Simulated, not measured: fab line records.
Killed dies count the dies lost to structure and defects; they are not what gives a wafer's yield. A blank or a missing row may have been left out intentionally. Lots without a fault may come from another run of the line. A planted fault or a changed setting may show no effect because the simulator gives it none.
The tool behind it: which one? || flow nandHarc || 12 lots, 36 wafers sampled, at 5 steps of a route of 1302

## WHAT THE GAUGES SHOWED, per wafer
NHARC_END_SORT_01.
{"lot": "L240", "measured": "day 24 01:45", "on": "prober-02", "killedAtArray": "64 59 75", "killedAtOther": "0 1 1", "killedAtPeriphery": "2 3 1", "killedDies": "66 63 77", "killedOpen": "2 4 4", "killedShort": "1 5 4"}
{"lot": "L243", "measured": "day 24 04:23", "on": "prober-01", "killedAtArray": "50 62 57", "killedAtOther": "1 1 1", "killedAtPeriphery": "1 3 3", "killedDies": "52 66 61", "killedOpen": "5 5 2", "killedShort": "6 2 1"}
{"lot": "L249", "measured": "day 31 23:00", "on": "prober-01", "killedAtArray": "55 52 64", "killedAtOther": "2 1 2", "killedAtPeriphery": "10 1 6", "killedDies": "67 54 72", "killedOpen": "6 2 5", "killedShort": "2 2 0"}

## EACH LOT AND THE TOOL THAT RAN IT (in order: tool; ch and the chambers of the sampled wafers; start)
{"lot": "L240", "NHARC_A_CHANNEL_HOLE_D2_ETCH_22": "harEtch-02 ch 0,1, day 12 16:01", "NHARC_A_CHANNEL_FILL_D2_ALD_02": "aldHk-04 ch 0,1,2, day 12 20:49", "NHARC_A_CHANNEL_FILL_D2_ALD_16": "aldHk-03 ch 1,2, day 13 09:01", "NHARC_A_CHANNEL_FILL_D2_ETCHBACK_19": "rieSi-05 ch 0,1, day 13 20:49"}
{"lot": "L243", "NHARC_A_CHANNEL_HOLE_D2_ETCH_22": "harEtch-02 ch 0,1, day 13 05:20", "NHARC_A_CHANNEL_FILL_D2_ALD_02": "aldHk-04 ch 0,1,3, day 13 10:22", "NHARC_A_CHANNEL_FILL_D2_ALD_16": "aldHk-03 ch 1,2, day 13 22:28", "NHARC_A_CHANNEL_FILL_D2_ETCHBACK_19": "rieSi-06 ch 1,2,3, day 14 11:23"}
{"lot": "L242", "NHARC_A_CHANNEL_HOLE_D2_ETCH_22": "harEtch-01 ch 0, day 13 08:39", "NHARC_A_CHANNEL_FILL_D2_ALD_02": "aldHk-01 ch 0,2,3, day 13 13:43", "NHARC_A_CHANNEL_FILL_D2_ALD_16": "aldHk-04 ch 0,2, day 14 02:01", "NHARC_A_CHANNEL_FILL_D2_ETCHBACK_19": "rieSi-05 ch 1,2,3, day 14 11:22"}
{"lot": "L244", "NHARC_A_CHANNEL_HOLE_D2_ETCH_22": "harEtch-02 ch 0,1, day 14 11:55", "NHARC_A_CHANNEL_FILL_D2_ALD_02": "aldHk-01 ch 0,1, day 14 17:51", "NHARC_A_CHANNEL_FILL_D2_ALD_16": "aldHk-04 ch 0,2,3, day 15 06:02", "NHARC_A_CHANNEL_FILL_D2_ETCHBACK_19": "rieSi-05 ch 0,2,3, day 15 18:01"}
{"lot": "L249", "NHARC_A_CHANNEL_HOLE_D2_ETCH_22": "harEtch-01 ch 0,1, day 16 08:47", "NHARC_A_CHANNEL_FILL_D2_ALD_02": "aldHk-01 ch 0,2, day 16 13:55", "NHARC_A_CHANNEL_FILL_D2_ALD_16": "aldHk-04 ch 0,1,3, day 17 02:05", "NHARC_A_CHANNEL_FILL_D2_ETCHBACK_19": "rieSi-05 ch 1,2,3, day 17 13:31"}
{"lot": "L251", "NHARC_A_CHANNEL_HOLE_D2_ETCH_22": "harEtch-01 ch 0,1, day 16 21:25", "NHARC_A_CHANNEL_FILL_D2_ALD_02": "aldHk-04 ch 0,1,3, day 17 02:25", "NHARC_A_CHANNEL_FILL_D2_ALD_16": "aldHk-04 ch 1,2,3, day 17 13:46", "NHARC_A_CHANNEL_FILL_D2_ETCHBACK_19": "rieSi-02 ch 0,1,2, day 18 01:51"}
{"lot": "L254", "NHARC_A_CHANNEL_HOLE_D2_ETCH_22": "harEtch-02 ch 0,1, day 18 06:43", "NHARC_A_CHANNEL_FILL_D2_ALD_02": "aldHk-01 ch 0,2, day 18 12:37", "NHARC_A_CHANNEL_FILL_D2_ALD_16": "aldHk-03 ch 0,2,3, day 19 00:50", "NHARC_A_CHANNEL_FILL_D2_ETCHBACK_19": "rieSi-06 ch 2,3, day 19 09:47"}
{"lot": "L257", "NHARC_A_CHANNEL_HOLE_D2_ETCH_22": "harEtch-01 ch 0,1, day 19 08:01", "NHARC_A_CHANNEL_FILL_D2_ALD_02": "aldHk-03 ch 2,3, day 19 12:56", "NHARC_A_CHANNEL_FILL_D2_ALD_16": "aldHk-04 ch 2,3, day 20 01:20", "NHARC_A_CHANNEL_FILL_D2_ETCHBACK_19": "rieSi-06 ch 1,2, day 20 13:53"}
{"lot": "L258", "NHARC_A_CHANNEL_HOLE_D2_ETCH_22": "harEtch-02 ch 0,1, day 19 20:34", "NHARC_A_CHANNEL_FILL_D2_ALD_02": "aldHk-04 ch 0,1, day 20 01:50", "NHARC_A_CHANNEL_FILL_D2_ALD_16": "aldHk-04 ch 0,2,3, day 20 14:51", "NHARC_A_CHANNEL_FILL_D2_ETCHBACK_19": "rieSi-06 ch 0,1,3, day 21 02:36"}
{"lot": "L260", "NHARC_A_CHANNEL_HOLE_D2_ETCH_22": "harEtch-01 ch 0,1, day 20 19:30", "NHARC_A_CHANNEL_FILL_D2_ALD_02": "aldHk-04 ch 0,1,3, day 21 00:33", "NHARC_A_CHANNEL_FILL_D2_ALD_16": "aldHk-04 ch 0,2, day 21 12:46", "NHARC_A_CHANNEL_FILL_D2_ETCHBACK_19": "rieSi-05 ch 1,2, day 22 01:38"}
{"lot": "L261", "NHARC_A_CHANNEL_HOLE_D2_ETCH_22": "harEtch-01 ch 1, day 21 03:36", "NHARC_A_CHANNEL_FILL_D2_ALD_02": "aldHk-01 ch 0,2,3, day 21 08:41", "NHARC_A_CHANNEL_FILL_D2_ALD_16": "aldHk-04 ch 0,1,3, day 21 20:47", "NHARC_A_CHANNEL_FILL_D2_ETCHBACK_19": "rieSi-02 ch 1,2,3, day 22 08:43"}
{"lot": "L262", "NHARC_A_CHANNEL_HOLE_D2_ETCH_22": "harEtch-02 ch 0,1, day 21 12:16", "NHARC_A_CHANNEL_FILL_D2_ALD_02": "aldHk-01 ch 0,1,3, day 21 17:22", "NHARC_A_CHANNEL_FILL_D2_ALD_16": "aldHk-04 ch 1,2,3, day 22 05:35", "NHARC_A_CHANNEL_FILL_D2_ETCHBACK_19": "rieSi-02 ch 0,2,3, day 22 17:29"}
- NHARC_A_CHANNEL_HOLE_D2_ETCH_22: etches the open film in C4F8/O2/Ar, time 666.7 s, target depth 1600 nm.
- NHARC_A_CHANNEL_FILL_D2_ALD_02: deposits SiO2, target thk 6 nm, pulse time 10 s, ald cycles 60.
- NHARC_A_CHANNEL_FILL_D2_ALD_16: deposits SiO2, target thk 1.5 nm, pulse time 10 s, ald cycles 15.
- NHARC_A_CHANNEL_FILL_D2_ETCHBACK_19: etches the open film in HBr/Cl2, target depth 5 nm, time 1.7 s.

## AS READ BY THE TOOLS THEMSELVES (means over the sampled wafers that have a number; for cases with no such wafer, the mark the record gives instead)
NHARC_A_CHANNEL_HOLE_D2_ETCH_22.
{"lot": "L240", "tool": "harEtch-02", "drypumpMotorCurrentA (A)": 5.0, "oesAirLineAu (a.u.)": 0.994, "showerheadPlenumPTorr (Torr)": 3.57, "throttleValvePct (%)": 32.150}
{"lot": "L243", "tool": "harEtch-02", "drypumpMotorCurrentA (A)": 5.0, "oesAirLineAu (a.u.)": 1.017, "showerheadPlenumPTorr (Torr)": 3.64, "throttleValvePct (%)": 32.150}
{"lot": "L242", "tool": "harEtch-01", "drypumpMotorCurrentA (A)": 6.3, "oesAirLineAu (a.u.)": 1.035, "showerheadPlenumPTorr (Torr)": 3.50, "throttleValvePct (%)": 32.158}
{"lot": "L244", "tool": "harEtch-02", "drypumpMotorCurrentA (A)": 5.0, "oesAirLineAu (a.u.)": 1.004, "showerheadPlenumPTorr (Torr)": 3.56, "throttleValvePct (%)": 32.156}
{"lot": "L249", "tool": "harEtch-01", "drypumpMotorCurrentA (A)": 6.3, "oesAirLineAu (a.u.)": 0.993, "showerheadPlenumPTorr (Torr)": 3.52, "throttleValvePct (%)": 32.148}
{"lot": "L251", "tool": "harEtch-01", "drypumpMotorCurrentA (A)": 6.3, "oesAirLineAu (a.u.)": 0.998, "showerheadPlenumPTorr (Torr)": 3.51, "throttleValvePct (%)": 32.156}
{"lot": "L254", "tool": "harEtch-02", "drypumpMotorCurrentA (A)": 5.0, "oesAirLineAu (a.u.)": 0.997, "showerheadPlenumPTorr (Torr)": 3.77, "throttleValvePct (%)": 32.146}
{"lot": "L257", "tool": "harEtch-01", "drypumpMotorCurrentA (A)": 6.4, "oesAirLineAu (a.u.)": 1.007, "showerheadPlenumPTorr (Torr)": 3.53, "throttleValvePct (%)": 32.160}
{"lot": "L258", "tool": "harEtch-02", "drypumpMotorCurrentA (A)": 5.0, "oesAirLineAu (a.u.)": 0.998, "showerheadPlenumPTorr (Torr)": 3.76, "throttleValvePct (%)": 32.155}
{"lot": "L260", "tool": "harEtch-01", "drypumpMotorCurrentA (A)": 6.3, "oesAirLineAu (a.u.)": 0.994, "showerheadPlenumPTorr (Torr)": 3.49, "throttleValvePct (%)": 32.152}
{"lot": "L261", "tool": "harEtch-01", "drypumpMotorCurrentA (A)": 6.5, "oesAirLineAu (a.u.)": 0.979, "showerheadPlenumPTorr (Torr)": 3.56, "throttleValvePct (%)": 32.149}
{"lot": "L262", "tool": "harEtch-02", "drypumpMotorCurrentA (A)": 5.0, "oesAirLineAu (a.u.)": 1.003, "showerheadPlenumPTorr (Torr)": 3.74, "throttleValvePct (%)": 32.153}

NHARC_A_CHANNEL_FILL_D2_ALD_02.
{"lot": "L240", "tool": "aldHk-04", "heaterPowerW (W)": 494, "precursorPulseHeightRel": 0.996}
{"lot": "L243", "tool": "aldHk-04", "heaterPowerW (W)": 485, "precursorPulseHeightRel": 1.010}
{"lot": "L242", "tool": "aldHk-01", "heaterPowerW (W)": 430, "precursorPulseHeightRel": 1.007}
{"lot": "L244", "tool": "aldHk-01", "heaterPowerW (W)": 409, "precursorPulseHeightRel": 1.000}
{"lot": "L249", "tool": "aldHk-01", "heaterPowerW (W)": 463, "precursorPulseHeightRel": 1.007}
{"lot": "L251", "tool": "aldHk-04", "heaterPowerW (W)": 494, "precursorPulseHeightRel": 1.004}
{"lot": "L254", "tool": "aldHk-01", "heaterPowerW (W)": 430, "precursorPulseHeightRel": 0.992}
{"lot": "L257", "tool": "aldHk-03", "heaterPowerW (W)": 417, "precursorPulseHeightRel": 0.992}
{"lot": "L258", "tool": "aldHk-04", "heaterPowerW (W)": 489, "precursorPulseHeightRel": 1.017}
{"lot": "L260", "tool": "aldHk-04", "heaterPowerW (W)": 498, "precursorPulseHeightRel": 1.004}
{"lot": "L261", "tool": "aldHk-01", "heaterPowerW (W)": 421, "precursorPulseHeightRel": 1.008}
{"lot": "L262", "tool": "aldHk-01", "heaterPowerW (W)": 399, "precursorPulseHeightRel": 1.013}

NHARC_A_CHANNEL_FILL_D2_ALD_16.
{"lot": "L240", "tool": "aldHk-03", "heaterPowerW (W)": 440, "precursorPulseHeightRel": 0.990}
{"lot": "L243", "tool": "aldHk-03", "heaterPowerW (W)": 430, "precursorPulseHeightRel": 0.994}
{"lot": "L242", "tool": "aldHk-04", "heaterPowerW (W)": 432, "precursorPulseHeightRel": 0.990}
{"lot": "L244", "tool": "aldHk-04", "heaterPowerW (W)": 444, "precursorPulseHeightRel": 1.005}
{"lot": "L249", "tool": "aldHk-04", "heaterPowerW (W)": 487, "precursorPulseHeightRel": 1.002}
{"lot": "L251", "tool": "aldHk-04", "heaterPowerW (W)": 511, "precursorPulseHeightRel": 1.019}
{"lot": "L254", "tool": "aldHk-03", "heaterPowerW (W)": 435, "precursorPulseHeightRel": 1.018}
{"lot": "L257", "tool": "aldHk-04", "heaterPowerW (W)": 489, "precursorPulseHeightRel": 1.004}
{"lot": "L258", "tool": "aldHk-04", "heaterPowerW (W)": 457, "precursorPulseHeightRel": 1.001}
{"lot": "L260", "tool": "aldHk-04", "heaterPowerW (W)": 440, "precursorPulseHeightRel": 0.997}
{"lot": "L261", "tool": "aldHk-04", "heaterPowerW (W)": 504, "precursorPulseHeightRel": 1.000}
{"lot": "L262", "tool": "aldHk-04", "heaterPowerW (W)": 530, "precursorPulseHeightRel": 1.006}

NHARC_A_CHANNEL_FILL_D2_ETCHBACK_19.
{"lot": "L240", "tool": "rieSi-05", "drypumpMotorCurrentA (A)": 5.8, "oesProductAu (a.u.)": 0.996, "throttleValvePct (%)": 26.411}
{"lot": "L243", "tool": "rieSi-06", "drypumpMotorCurrentA (A)": 5.4, "oesProductAu (a.u.)": 0.998, "throttleValvePct (%)": 26.404}
{"lot": "L242", "tool": "rieSi-05", "drypumpMotorCurrentA (A)": 6.3, "oesProductAu (a.u.)": 0.999, "throttleValvePct (%)": 26.415}
{"lot": "L244", "tool": "rieSi-05", "drypumpMotorCurrentA (A)": 6.0, "oesProductAu (a.u.)": 1.001, "throttleValvePct (%)": 26.412}
{"lot": "L249", "tool": "rieSi-05", "drypumpMotorCurrentA (A)": 6.4, "oesProductAu (a.u.)": 1.000, "throttleValvePct (%)": 26.408}
{"lot": "L251", "tool": "rieSi-02", "drypumpMotorCurrentA (A)": 6.0, "oesProductAu (a.u.)": 0.986, "throttleValvePct (%)": 26.404}
{"lot": "L254", "tool": "rieSi-06", "drypumpMotorCurrentA (A)": 5.8, "oesProductAu (a.u.)": 0.991, "throttleValvePct (%)": 26.412}
{"lot": "L257", "tool": "rieSi-06", "drypumpMotorCurrentA (A)": 5.1, "oesProductAu (a.u.)": 1.001, "throttleValvePct (%)": 26.402}
{"lot": "L258", "tool": "rieSi-06", "drypumpMotorCurrentA (A)": 5.6, "oesProductAu (a.u.)": 1.004, "throttleValvePct (%)": 26.398}
{"lot": "L260", "tool": "rieSi-05", "drypumpMotorCurrentA (A)": 6.4, "oesProductAu (a.u.)": 0.988, "throttleValvePct (%)": 26.410}
{"lot": "L261", "tool": "rieSi-02", "drypumpMotorCurrentA (A)": 5.8, "oesProductAu (a.u.)": 1.001, "throttleValvePct (%)": 26.406}
{"lot": "L262", "tool": "rieSi-02", "drypumpMotorCurrentA (A)": 5.7, "oesProductAu (a.u.)": 1.001, "throttleValvePct (%)": 26.404}

## THE ANSWER, worked out from the rows above alone
Rule: the usual values come from the lots themselves. The widest of any qualifying gaps counts: lots, ordered by their means at a reading, are off when they make up no more than a third of the lots, leave a main group of 4 or more, and stand apart from it by 3 or more times the standard deviation of that group's means. A main group whose means are all the same, to the digits that the tables above print for the reading, isn't used. Also off: a lot with no number at a reading for which 4 or more lots have one. The other lots that the step has rows for count as sound. After the gauges, taken in route order, come the tools' own readings; for these a lot's mean is taken, as printed above. The first step at which some lot is off is used, and at that step the reading that is off furthest; a lot without a number counts as furthest.
No lot is off on any of the readings shown, so nothing can be concluded from this.

## WHAT HAD BEEN PUT IN BY THE SIMULATOR
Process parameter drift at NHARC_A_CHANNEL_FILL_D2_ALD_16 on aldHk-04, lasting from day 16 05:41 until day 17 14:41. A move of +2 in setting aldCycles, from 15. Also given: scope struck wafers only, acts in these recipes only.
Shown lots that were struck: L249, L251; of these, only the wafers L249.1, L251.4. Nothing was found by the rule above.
